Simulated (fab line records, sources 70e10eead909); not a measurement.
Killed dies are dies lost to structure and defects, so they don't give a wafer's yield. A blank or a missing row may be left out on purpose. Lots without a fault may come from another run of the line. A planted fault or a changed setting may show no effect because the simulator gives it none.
Which tool did it? | flow nand_harc | 14 lots, 42 wafers sampled, at 4 steps of a route of 1159

WHAT THE GAUGES READ, wafer by wafer
NHARC_A_BONDPAD_THK_MEAS_20: measures by xrf.
lot  | measured     | on            | thk_nm (nm)
L907 | day 18 08:54 | film_metro-01 | 166.9 167.0 169.0
L906 | day 18 09:29 | film_metro-02 | 170.3 168.6 169.4
L910 | day 18 09:07 | film_metro-02 | 171.0 172.0 169.9
L909 | day 18 10:14 | film_metro-02 | 167.6 168.4 168.6
L911 | day 19 02:52 | film_metro-02 | 166.7 168.0 171.9
L908 | day 19 06:01 | film_metro-02 | 172.5 170.7 169.1
L916 | day 19 20:09 | film_metro-01 | 171.0 169.7 174.3
L913 | day 19 22:31 | film_metro-02 | 169.1 166.8 167.3
L912 | day 19 23:36 | film_metro-01 | 172.0 169.2 171.0
L915 | day 20 04:38 | film_metro-01 | 168.6 169.3 170.0
L914 | day 20 09:22 | film_metro-02 | 166.0 169.5 166.5
L918 | day 21 17:43 | film_metro-02 | 169.1 170.5 169.5
L925 | day 23 19:23 | film_metro-01 | 171.8 171.7 169.4
L929 | day 23 23:50 | film_metro-01 | 171.2 169.0 170.2

NHARC_END_SORT_01.
lot  | measured     | on        | killed_at_array | killed_at_other | killed_at_periphery | killed_dies | killed_open | killed_short
L914 | day 21 17:14 | prober-01 | 98 71 112       | 0 3 1           | 2 3 2               | 100 77 115  | 3 3 2       | 0 3 1
L918 | day 22 22:05 | prober-01 | 120 95 103      | 0 1 0           | 0 4 5               | 120 100 108 | 3 1 3       | 0 2 2

WHICH TOOL RAN EACH LOT (tool, then ch and the chambers of the sampled wafers, then the start)
lot  | NHARC_A_BLC_PRE_CLEAN_31     | NHARC_A_BONDPAD_PVD_27
L907 | pvd_sputter-02, day 17 16:04 | pvd_sputter-01, day 18 08:54 or earlier
L906 | pvd_sputter-02, day 17 16:58 | pvd_sputter-03, day 18 09:29 or earlier
L910 | pvd_sputter-03, day 17 17:43 | pvd_sputter-02, day 18 09:07 or earlier
L909 | pvd_sputter-03, day 17 18:31 | pvd_sputter-01, day 18 10:14 or earlier
L911 | pvd_sputter-03, day 18 13:21 | pvd_sputter-03, day 19 02:52 or earlier
L908 | pvd_sputter-02, day 18 13:32 | pvd_sputter-03, day 19 06:01 or earlier
L916 | pvd_sputter-02, day 19 05:00 | pvd_sputter-02, day 19 20:09 or earlier
L913 | pvd_sputter-03, day 19 08:35 | pvd_sputter-03, day 19 22:31 or earlier
L912 | pvd_sputter-01, day 19 09:17 | pvd_sputter-03, day 19 23:36 or earlier
L915 | pvd_sputter-03, day 19 13:01 | pvd_sputter-01, day 20 04:38 or earlier
L914 | pvd_sputter-03, day 19 19:08 | pvd_sputter-01, day 20 09:22 or earlier
L918 | pvd_sputter-03, day 20 20:40 | pvd_sputter-03, day 21 17:43 or earlier
L925 | pvd_sputter-02, day 22 23:57 | pvd_sputter-03, day 23 19:23 or earlier
L929 | pvd_sputter-03, day 23 09:31 | pvd_sputter-01, day 23 23:50 or earlier
- NHARC_A_BLC_PRE_CLEAN_31: time 15 s.
- NHARC_A_BONDPAD_PVD_27: deposits Cu, target thk 30 nm, time 20.49 s.

WHAT THE TOOLS THEMSELVES READ (means of the sampled wafers that have a number; where no wafer has one, the mark that the record gives instead)
NHARC_A_BONDPAD_PVD_27.
lot  | tool           | throttle_valve_pct (%)
L907 | pvd_sputter-01 | 30.4
L906 | pvd_sputter-03 | 30.3
L910 | pvd_sputter-02 | 29.2
L909 | pvd_sputter-01 | 29.6
L911 | pvd_sputter-03 | 29.1
L908 | pvd_sputter-03 | 29.5
L916 | pvd_sputter-02 | 29.1
L913 | pvd_sputter-03 | 30.4
L912 | pvd_sputter-03 | 29.8
L915 | pvd_sputter-01 | 29.2
L914 | pvd_sputter-01 | 30.4
L918 | pvd_sputter-03 | 30.6
L925 | pvd_sputter-03 | 29.8
L929 | pvd_sputter-01 | 31.0

THE ANSWER, worked out from the rows above alone
Rule: what is usual is taken from the lots themselves. Put in order of their means at a reading, lots are off if they are a third of the lots or fewer, leave a main group of 4 or more, and stand apart from it by a gap of 3 or more times the standard deviation of the main group's means; of several such gaps the widest counts. A main group whose means are all the same, to the digits that the tables above print for the reading, isn't used. A lot without any number at a reading at which 4 lots or more have one is off too. The other lots that the step has rows for count as sound. The gauges are gone through in route order, then the tools' own readings, and for those a lot's mean is taken as printed above. The first step at which some lot is off is used, and at that step the reading that is off furthest; a lot without a number counts as furthest.
No lot is off at any reading shown: from this, nothing can be told.

WHAT THE SIMULATOR HAD PUT IN
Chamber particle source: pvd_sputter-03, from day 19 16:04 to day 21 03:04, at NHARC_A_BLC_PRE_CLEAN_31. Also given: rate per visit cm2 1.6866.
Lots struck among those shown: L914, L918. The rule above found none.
